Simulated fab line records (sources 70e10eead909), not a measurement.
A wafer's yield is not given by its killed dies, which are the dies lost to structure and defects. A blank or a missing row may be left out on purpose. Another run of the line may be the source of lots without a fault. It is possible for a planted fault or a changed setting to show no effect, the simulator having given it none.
Struck lot and sound lot, side by side | flow nand_harc | 14 out of 1302 route steps
Sound: wafers L807.2, L807.3, L807.5. Wafers L810.3, L810.4, L810.6 were the ones struck. The cause is given at the end.
Per side, at each step with rows, come the tool, then ch with its chambers, and then its first start. Under that, the readings that differ: sound wafers | struck wafers | difference of the means | sigmas: that difference in standard deviations of wafers without a fault.
alike: readings whose means differ by less than 2 such deviations, and words and numbers that are the same on both sides. not compared: withheld readings, readings that some wafer has no value for, bounds like >300 that may hide the same value, and numbers for which the record gives no deviation and whose values overlap.
A row with sigmas, a row that says differs or no value, or rows on one side alone: a step with any of these is where the two part. Numbers that have no deviation but don't overlap get no sigmas and don't part them. Lack of a reading on every wafer of one side parts them only where that side has two or more wafers.

NHARC_A_CONTACT_CD_MEAS_42 targets a cd of 300 nm.
  sound on cd_sem-02 ch 0, day 24 01:47; struck on cd_sem-01 ch 0, day 26 05:17
  alike: cd_nm
NHARC_A_CONTACT_OVL_MEAS_43:
  sound: overlay-01 at day 24 01:52; struck: overlay-02 at day 26 05:22
  alike: overlay_x_nm, overlay_y_nm
NHARC_A_CONTACT_INSPECT_44:
  sound: defect_inspect-02 at day 24 01:54; struck: defect_inspect-02 at day 26 05:24
  alike: raw_defect_count
then, 1 step without rows for these wafers: NHARC_A_CONTACT_DESCUM_47 (chemistry O2, time 3 s).
NHARC_A_CONTACT_ETCH_48: etches the open film in CF4, target depth 39 nm, time 65 s.
  sound on rie_diel-01 ch 0,1,3, day 24 02:08; struck on rie_diel-08 ch 0,1,2, day 26 05:33
  alike: bias_w, cf4_flow_sccm, drypump_motor_current_A, oes_product_au, rf_vpp_V, showerhead_plenum_p_Torr, throttle_valve_pct
  not compared: rf_hours_counter_h
then, 1 step without rows for these wafers: NHARC_A_CONTACT_ETCH_49 (etches the open film in N2/H2, target depth 260 nm, time 475.3 s).
NHARC_A_CONTACT_ETCH_50: etches the open film in CF4/CHF3, target depth 121 nm, time 60.5 s.
  sound: rie_diel-01 ch 0,3; struck: rie_diel-08 ch 0,3
  alike: bias_w, cf4_flow_sccm, drypump_motor_current_A, oes_product_au, rf_vpp_V, showerhead_plenum_p_Torr, throttle_valve_pct
  not compared: rf_hours_counter_h
NHARC_A_CONTACT_ETCH_51: etches the open film in O2/COS, target depth 7000 nm, time 1820 s.
  sound: rie_diel-01 ch 0,1,2; struck: rie_diel-08 ch 1,2,3
  alike: bias_w, chamber_pressure_mTorr, drypump_motor_current_A, oes_product_au, rf_vpp_V, showerhead_plenum_p_Torr, throttle_valve_pct
  not compared: rf_hours_counter_h
then, 3 steps without rows for these wafers: NHARC_A_CONTACT_ETCH_111 (etches the open film in C4F8/O2/Ar, time 140 s, target depth 700 nm); NHARC_A_CONTACT_ETCH_112 (etches the open film in C4F8/O2/Ar, time 190 s, target depth 1850 nm); NHARC_A_CONTACT_ETCH_113 (etches the open film in C4F8/O2/Ar, time 190 s, target depth 1850 nm).
NHARC_A_CONTACT_ETCH_114: etches the open film in C4F8/O2/Ar, time 190 s, target depth 1850 nm.
  sound on har_cap_etch-03 ch 0,1, day 24 04:25; struck on har_cap_etch-01 ch 0,1, day 26 07:53
  alike: chamber_pressure_mTorr, oes_air_line_au
  not compared: rf_hours_counter_h
NHARC_A_CONTACT_ETCH_115: etches the open film in C4F8/O2/Ar, time 190 s, target depth 1850 nm.
  sound on har_cap_etch-03 ch 0,1, day 24 04:35; struck on har_cap_etch-01 ch 0,1, day 26 08:04
  no value came back on the struck wafers for chamber_pressure_mTorr (mTorr), oes_air_line_au (a.u.); on the sound wafers chamber_pressure_mTorr (mTorr) reads 20.002 20.000 19.979
  not compared: rf_hours_counter_h
NHARC_A_CONTACT_ETCH_116: etches the open film in C4F8/O2/Ar, time 190 s, target depth 1850 nm.
  sound on har_cap_etch-03 ch 0,1, day 24 04:46; struck on har_cap_etch-01 ch 0,1, day 26 08:14
  alike: chamber_pressure_mTorr, oes_air_line_au
  not compared: rf_hours_counter_h

## WHERE THEY PART
NHARC_A_CONTACT_ETCH_115 only, going by this record. Later steps at which nothing parts them and some readings are alike: NHARC_A_CONTACT_ETCH_116.

WHY: what had been put in by the simulator
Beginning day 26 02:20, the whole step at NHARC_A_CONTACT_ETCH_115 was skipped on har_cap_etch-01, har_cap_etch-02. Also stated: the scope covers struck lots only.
